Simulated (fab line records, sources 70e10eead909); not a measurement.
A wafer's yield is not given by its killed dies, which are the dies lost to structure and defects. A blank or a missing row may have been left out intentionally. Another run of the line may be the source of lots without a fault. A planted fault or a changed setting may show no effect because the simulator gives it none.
Which tool was responsible? || flow nandHarc || Sampling: 12 lots, 36 wafers, 3 of 1159 route steps

WHAT THE GAUGES SHOWED, per wafer
NHARC_A_CONTACT_INSPECT_23.
{"lot": "L077", "measured": "day 17 11:35", "on": "defectInspect-01", "rawDefectCount": "785 625 713"}
{"lot": "L079", "measured": "day 17 16:08", "on": "defectInspect-01", "rawDefectCount": "636 340 320"}
{"lot": "L078", "measured": "day 18 01:01", "on": "defectInspect-02", "rawDefectCount": "703 639 544"}
{"lot": "L081", "measured": "day 19 04:15", "on": "defectInspect-01", "rawDefectCount": "443 493 626"}
{"lot": "L082", "measured": "day 19 12:37", "on": "defectInspect-01", "rawDefectCount": "404 429 423"}
{"lot": "L085", "measured": "day 19 20:10", "on": "defectInspect-02", "rawDefectCount": "272 217 331"}
{"lot": "L086", "measured": "day 20 16:25", "on": "defectInspect-01", "rawDefectCount": "409 446 477"}
{"lot": "L091", "measured": "day 21 08:46", "on": "defectInspect-01", "rawDefectCount": "489 401 844"}
{"lot": "L088", "measured": "day 21 20:29", "on": "defectInspect-01", "rawDefectCount": "738 770 541"}
{"lot": "L090", "measured": "day 22 00:50", "on": "defectInspect-02", "rawDefectCount": "310 248 368"}
{"lot": "L095", "measured": "day 22 11:13", "on": "defectInspect-01", "rawDefectCount": "560 314 392"}
{"lot": "L097", "measured": "day 23 11:28", "on": "defectInspect-02", "rawDefectCount": "391 396 354"}

EACH LOT AND THE TOOL THAT RAN IT (in order: tool; ch and the chambers of the sampled wafers; start)
{"lot": "L077", "NHARC_A_CONTACT_STRIP_55": "rieDiel-03 ch 0,3, day 17 11:35 or earlier", "NHARC_A_CONTACT_STRIP_82": "rieDiel-04 ch 0,1,2, day 17 11:35 or earlier"}
{"lot": "L079", "NHARC_A_CONTACT_STRIP_55": "rieDiel-01 ch 0,2, day 17 16:08 or earlier", "NHARC_A_CONTACT_STRIP_82": "rieDiel-01 ch 0,1,2, day 17 16:08 or earlier"}
{"lot": "L078", "NHARC_A_CONTACT_STRIP_55": "rieDiel-03 ch 1,2, day 18 01:01 or earlier", "NHARC_A_CONTACT_STRIP_82": "rieDiel-04 ch 1,3, day 18 01:01 or earlier"}
{"lot": "L081", "NHARC_A_CONTACT_STRIP_55": "rieDiel-01 ch 0,1,2, day 19 04:15 or earlier", "NHARC_A_CONTACT_STRIP_82": "rieDiel-03 ch 0,3, day 19 04:15 or earlier"}
{"lot": "L082", "NHARC_A_CONTACT_STRIP_55": "rieDiel-01 ch 0,2,3, day 19 12:37 or earlier", "NHARC_A_CONTACT_STRIP_82": "rieDiel-01 ch 0,1, day 19 12:37 or earlier"}
{"lot": "L085", "NHARC_A_CONTACT_STRIP_55": "rieDiel-04 ch 0,1,3, day 19 20:10 or earlier", "NHARC_A_CONTACT_STRIP_82": "rieDiel-01 ch 0,1,2, day 19 20:10 or earlier"}
{"lot": "L086", "NHARC_A_CONTACT_STRIP_55": "rieDiel-03 ch 2,3, day 20 16:25 or earlier", "NHARC_A_CONTACT_STRIP_82": "rieDiel-04 ch 1,3, day 20 16:25 or earlier"}
{"lot": "L091", "NHARC_A_CONTACT_STRIP_55": "rieDiel-01 ch 1,2, day 21 08:46 or earlier", "NHARC_A_CONTACT_STRIP_82": "rieDiel-01 ch 0,1,2, day 21 08:46 or earlier"}
{"lot": "L088", "NHARC_A_CONTACT_STRIP_55": "rieDiel-03 ch 1,3, day 21 20:29 or earlier", "NHARC_A_CONTACT_STRIP_82": "rieDiel-01 ch 0,1,2, day 21 20:29 or earlier"}
{"lot": "L090", "NHARC_A_CONTACT_STRIP_55": "rieDiel-01 ch 0,1,3, day 22 00:50 or earlier", "NHARC_A_CONTACT_STRIP_82": "rieDiel-03 ch 1,2, day 22 00:50 or earlier"}
{"lot": "L095", "NHARC_A_CONTACT_STRIP_55": "rieDiel-04 ch 1,2,3, day 22 11:13 or earlier", "NHARC_A_CONTACT_STRIP_82": "rieDiel-01 ch 1,2,3, day 22 11:13 or earlier"}
{"lot": "L097", "NHARC_A_CONTACT_STRIP_55": "rieDiel-01 ch 0,1, day 23 11:28 or earlier", "NHARC_A_CONTACT_STRIP_82": "rieDiel-03 ch 1,2,3, day 23 11:28 or earlier"}
- NHARC_A_CONTACT_STRIP_55: strips in O2.
- NHARC_A_CONTACT_STRIP_82: strips in O2.

THE ANSWER, worked out from the rows above alone
Rule: usual is defined by the lots themselves. The widest of any qualifying gaps counts: lots, ordered by their means at a reading, are off when they make up no more than a third of the lots, leave a main group of 4 or more, and stand apart from it by 3 or more times the standard deviation of that group's means. A main group whose means are all the same, to the digits that the tables above print for the reading, isn't used. A lot without any number at a reading at which 4 lots or more have one is off too. Any other lot the step has rows for is counted as sound.
No lot is off at any reading shown: from this, nothing can be told.

WHAT THE SIMULATOR HAD PUT IN
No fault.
